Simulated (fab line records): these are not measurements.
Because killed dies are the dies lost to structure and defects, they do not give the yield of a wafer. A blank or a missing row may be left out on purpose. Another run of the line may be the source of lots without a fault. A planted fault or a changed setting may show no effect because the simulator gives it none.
8D (eight disciplines) problem report, filled in by code | flow nandHarc | the parts of the form that need people (team, actions taken, sign-off) are left out

1. PROBLEM STATEMENT
Mean of killedAtPeriphery at NHARC_END_SORT_01: 72.8 across 6 wafers in 2 lots; on wafers with no fault it is 2.9 (standard deviation 2.2). That puts it +32 standard deviations away from the usual mean.
First seen on wafer L394.1, day 23 22:55, on prober-02. The record holds 24 wafers of 8 lots with a number at this step. Rule for "out" (also "out of limits"): further than 4 standard deviations from the usual mean. The rest of the wafers with a number are treated as sound.

2. WHAT IT IS, WHAT IT ISN'T
question                    | is                     | is not
which readings at this step | killedAtPeriphery      | killedAtArray, killedAtOther, killedShort
which lots                  | L394, L395             | L375, L376, L380, L381, L384, L386
which wafers of those lots  | all that have a number | -
read on which gauges        | prober-01, prober-02   | -
when                        | from day 23 22:55      | up to then (18 sound wafers)

3. SUSPECTS, AND WHAT RULES EACH OUT
Counting: any tool at a process step up to the reading is kept as a suspect provided that every lot that is out went through it and no sound lot did after the first of them.
- the gauge at NHARC_END_SORT_01 has been ruled out. The wafers that are out were read on 2 gauges (prober-01, prober-02).
- cvdW-01 at NHARC_P_CONTACT_CVD_23 (deposits W, target thk 200 nm, time 557 s): kept. All lots that are out passed through it, beginning with L394 at day 10 18:38, and no sound lot followed; its final sound lot before that point was L384 at day 8 09:41.
- rtpAnneal-01 at NHARC_THIN_TSV_ANNEAL_52 (time 90 s): kept. All lots that are out passed through it, beginning with L394 at day 23 08:29, and no sound lot followed; its final sound lot before that point was L384 at day 21 04:23.
The count leaves rtpAnneal-01 at NHARC_THIN_TSV_ANNEAL_52 and cvdW-01 at NHARC_P_CONTACT_CVD_23.

4. THE CAUSE (what the simulator had put in)
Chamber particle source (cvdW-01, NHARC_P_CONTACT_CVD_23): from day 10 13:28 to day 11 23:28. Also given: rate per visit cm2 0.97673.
Counting leaves 2 suspects; this tool is one of them.

5. THE CHAIN OF EFFECTS, in route order
Each row: a reading where the mean over the struck wafers with a number is more than 3 standard deviations away from the usual. Only readings whose record carries a usual standard deviation are examined. hours: median over the lots of the time between each lot's start at the first step of this table that gives one and its start at this step. sigmas: the change, counted in usual standard deviations.
hours | step              | reading           | usual | on struck wafers | change | sigmas
0     | NHARC_END_SORT_01 | killedAtPeriphery | 2.9   | 72.8             | +69.9  | +32
0     | NHARC_END_SORT_01 | killedDies        | 32    | 94               | +62    | +5.7

6. HOW IT WOULD HAVE BEEN CAUGHT EARLIER
The first out-of-limits reading at a measuring or inspecting step in this record came at day 23 22:55, 321 hours after the fault's start at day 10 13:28.
Tool readings at NHARC_P_CONTACT_CVD_23 with a usual standard deviation given in the record: none out on any struck wafer, hence no alarm at a limit of 4 standard deviations on them.
By day 23 22:55, every lot that is out (2) had started NHARC_P_CONTACT_CVD_23 on cvdW-01. Holding the tool at that point would not have protected any of them.
